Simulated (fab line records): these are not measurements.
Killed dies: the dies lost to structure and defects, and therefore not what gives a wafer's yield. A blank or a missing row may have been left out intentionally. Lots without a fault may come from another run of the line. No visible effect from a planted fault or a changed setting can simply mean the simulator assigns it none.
Chamber matching :: flow n5 finfet :: 3 sister chambers for N5_BEOL_M0_SAQP_PECVD_04 on pecvd-02
The step deposits a-Si from SiH4/He, target thk 60 nm, time 60.2 s. 24 wafers are shown with their chamber, then 12 later ones without.

== WAFERS, EACH WITH ITS CHAMBER ==
wafer: L074.1
chamber: 0
throttle valve pct (%): 18.6
showerhead vpp V (V): 626
showerhead plenum p Torr (Torr): 5.70

wafer: L074.3
chamber: 1
throttle valve pct (%): 19.9
showerhead vpp V (V): 588
showerhead plenum p Torr (Torr): 5.75

wafer: L074.5
chamber: 1
throttle valve pct (%): 19.8
showerhead vpp V (V): 587
showerhead plenum p Torr (Torr): 5.76

wafer: L077.1
chamber: 1
throttle valve pct (%): 20.2
showerhead vpp V (V): 578
showerhead plenum p Torr (Torr): 5.73

wafer: L077.3
chamber: 2
throttle valve pct (%): 17.5
showerhead vpp V (V): 607
showerhead plenum p Torr (Torr): 5.71

wafer: L077.5
chamber: 2
throttle valve pct (%): 17.7
showerhead vpp V (V): 621
showerhead plenum p Torr (Torr): 5.71

wafer: L078.2
chamber: 2
throttle valve pct (%): 17.7
showerhead vpp V (V): 604
showerhead plenum p Torr (Torr): 5.71

wafer: L078.4
chamber: 1
throttle valve pct (%): 19.9
showerhead vpp V (V): 582
showerhead plenum p Torr (Torr): 5.75

wafer: L078.5
chamber: 2
throttle valve pct (%): 17.6
showerhead vpp V (V): 606
showerhead plenum p Torr (Torr): 5.71

wafer: L082.2
chamber: 2
throttle valve pct (%): 17.8
showerhead vpp V (V): 611
showerhead plenum p Torr (Torr): 5.71

wafer: L082.4
chamber: 2
throttle valve pct (%): 17.7
showerhead vpp V (V): 609
showerhead plenum p Torr (Torr): 5.73

wafer: L082.6
chamber: 0
throttle valve pct (%): 18.4
showerhead vpp V (V): 617
showerhead plenum p Torr (Torr): 5.70

wafer: L083.2
chamber: 1
throttle valve pct (%): 19.5
showerhead vpp V (V): 568
showerhead plenum p Torr (Torr): 5.74

wafer: L083.4
chamber: 1
throttle valve pct (%): 19.9
showerhead vpp V (V): 580
showerhead plenum p Torr (Torr): 5.73

wafer: L083.5
chamber: 0
throttle valve pct (%): 18.5
showerhead vpp V (V): 619
showerhead plenum p Torr (Torr): 5.69

wafer: L088.2
chamber: 0
throttle valve pct (%): 18.4
showerhead vpp V (V): 633
showerhead plenum p Torr (Torr): 5.68

wafer: L088.3
chamber: 2
throttle valve pct (%): 17.6
showerhead vpp V (V): 614
showerhead plenum p Torr (Torr): 5.71

wafer: L088.5
chamber: 2
throttle valve pct (%): 17.8
showerhead vpp V (V): 622
showerhead plenum p Torr (Torr): 5.71

wafer: L089.2
chamber: 0
throttle valve pct (%): 18.4
showerhead vpp V (V): 618
showerhead plenum p Torr (Torr): 5.67

wafer: L089.4
chamber: 1
throttle valve pct (%): 20.0
showerhead vpp V (V): 579
showerhead plenum p Torr (Torr): 5.75

wafer: L089.6
chamber: 0
throttle valve pct (%): 18.7
showerhead vpp V (V): 623
showerhead plenum p Torr (Torr): 5.70

wafer: L091.2
chamber: 1
throttle valve pct (%): 20.0
showerhead vpp V (V): 572
showerhead plenum p Torr (Torr): 5.76

wafer: L091.4
chamber: 1
throttle valve pct (%): 20.1
showerhead vpp V (V): 581
showerhead plenum p Torr (Torr): 5.74

wafer: L091.6
chamber: 2
throttle valve pct (%): 17.4
showerhead vpp V (V): 614
showerhead plenum p Torr (Torr): 5.71

SIGNATURES (means of the wafers above)
reading: throttle valve pct
chamber 0: 18.500
chamber 1: 19.922
chamber 2: 17.644
scatter within a chamber: 0.16

reading: showerhead vpp V
chamber 0: 622.67
chamber 1: 579.44
chamber 2: 612.00
scatter within a chamber: 6.32

reading: showerhead plenum p Torr
chamber 0: 5.6900
chamber 1: 5.7456
chamber 2: 5.7122
scatter within a chamber: 0.0102
Rule: a wafer's distance from a chamber is the root of the sum, over the readings, of the square of ((its reading less the chamber's mean) divided by the reading's scatter). If the next closest chamber is less than 2 further off than the closest, the wafer can't be placed; otherwise it belongs to the closest. The scatter: the root of (the sum of the squares of (reading less its chamber's mean) over the shown wafers, divided by (wafers less chambers)).

== WAFERS WITHOUT THEIR CHAMBER ==
wafer: L094.4
throttle valve pct (%): 18.5
showerhead vpp V (V): 626
showerhead plenum p Torr (Torr): 5.70

wafer: L094.5
throttle valve pct (%): 19.8
showerhead vpp V (V): 576
showerhead plenum p Torr (Torr): 5.75

wafer: L094.6
throttle valve pct (%): 17.6
showerhead vpp V (V): 618
showerhead plenum p Torr (Torr): 5.72

wafer: L095.1
throttle valve pct (%): 19.9
showerhead vpp V (V): 577
showerhead plenum p Torr (Torr): 5.73

wafer: L095.5
throttle valve pct (%): 20.0
showerhead vpp V (V): 584
showerhead plenum p Torr (Torr): 5.76

wafer: L095.6
throttle valve pct (%): 18.0
showerhead vpp V (V): 621
showerhead plenum p Torr (Torr): 5.72

wafer: L097.1
throttle valve pct (%): 18.6
showerhead vpp V (V): 622
showerhead plenum p Torr (Torr): 5.68

wafer: L097.4
throttle valve pct (%): 18.6
showerhead vpp V (V): 615
showerhead plenum p Torr (Torr): 5.70

wafer: L097.5
throttle valve pct (%): 17.9
showerhead vpp V (V): 611
showerhead plenum p Torr (Torr): 5.70

wafer: L096.1
throttle valve pct (%): 18.4
showerhead vpp V (V): 618
showerhead plenum p Torr (Torr): 5.70

wafer: L096.2
throttle valve pct (%): 18.0
showerhead vpp V (V): 612
showerhead plenum p Torr (Torr): 5.71

wafer: L096.3
throttle valve pct (%): 20.2
showerhead vpp V (V): 571
showerhead plenum p Torr (Torr): 5.73

== CHAMBER TAKEN BY EACH ==
wafer: L094.4
from the rows above: 0
in truth: 0

wafer: L094.5
from the rows above: 1
in truth: 1

wafer: L094.6
from the rows above: 2
in truth: 2

wafer: L095.1
from the rows above: 1
in truth: 1

wafer: L095.5
from the rows above: 1
in truth: 1

wafer: L095.6
from the rows above: can't be placed: 2 or 0
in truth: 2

wafer: L097.1
from the rows above: 0
in truth: 0

wafer: L097.4
from the rows above: 0
in truth: 0

wafer: L097.5
from the rows above: 2
in truth: 2

wafer: L096.1
from the rows above: 0
in truth: 0

wafer: L096.2
from the rows above: can't be placed: 2 or 0
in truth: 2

wafer: L096.3
from the rows above: 1
in truth: 1
10 of 12 placed correctly. These rows do not allow placing 2 (true chamber among the candidates in 2). Number placed wrongly: 0.
